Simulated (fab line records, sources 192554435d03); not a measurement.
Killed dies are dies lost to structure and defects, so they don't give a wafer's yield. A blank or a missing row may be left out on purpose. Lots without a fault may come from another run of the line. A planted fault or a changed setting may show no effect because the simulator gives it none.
Chamber matching | flow n5_finfet | N5_BEOL_M5_ETCH_67 on rie_diel-01: 3 sister chambers
The step etches SiARC in CF4, target depth 15.6 nm, time 26 s. 3 wafers are shown with their chamber, then 5 later ones without.

WAFERS WITH THEIR CHAMBER
wafer  | chamber | showerhead_plenum_p_Torr (Torr)
L080.1 | 3       | 2.10
L090.1 | 2       | 2.15
L090.5 | 0       | 2.22

WAFERS WITHOUT THEIR CHAMBER
wafer  | showerhead_plenum_p_Torr (Torr)
L091.2 | 2.15
L091.4 | 2.22
L095.1 | 2.21
L095.4 | 2.10
L097.6 | 2.14

WHICH CHAMBER EACH WENT THROUGH
wafer  | from the rows above | in truth
L091.2 | 2                   | 2
L091.4 | 0                   | 0
L095.1 | 0                   | 0
L095.4 | 3                   | 3
L097.6 | 2                   | 2
Placed correctly: 5 of 5. Can't be placed from these rows: 0. Placed wrongly: 0.
How it was worked out, from the rows above alone: a wafer's distance from a chamber is the root of the sum, over the readings, of the square of ((its reading less the chamber's mean) divided by the reading's scatter). The wafer belongs to the nearest chamber; if the next one is less than 2 further off, it can't be placed. A chamber's mean is the mean of its shown wafers. The scatter: with one shown wafer a chamber, the root of the mean of the squares of how far each hidden wafer lies from its nearest shown one.
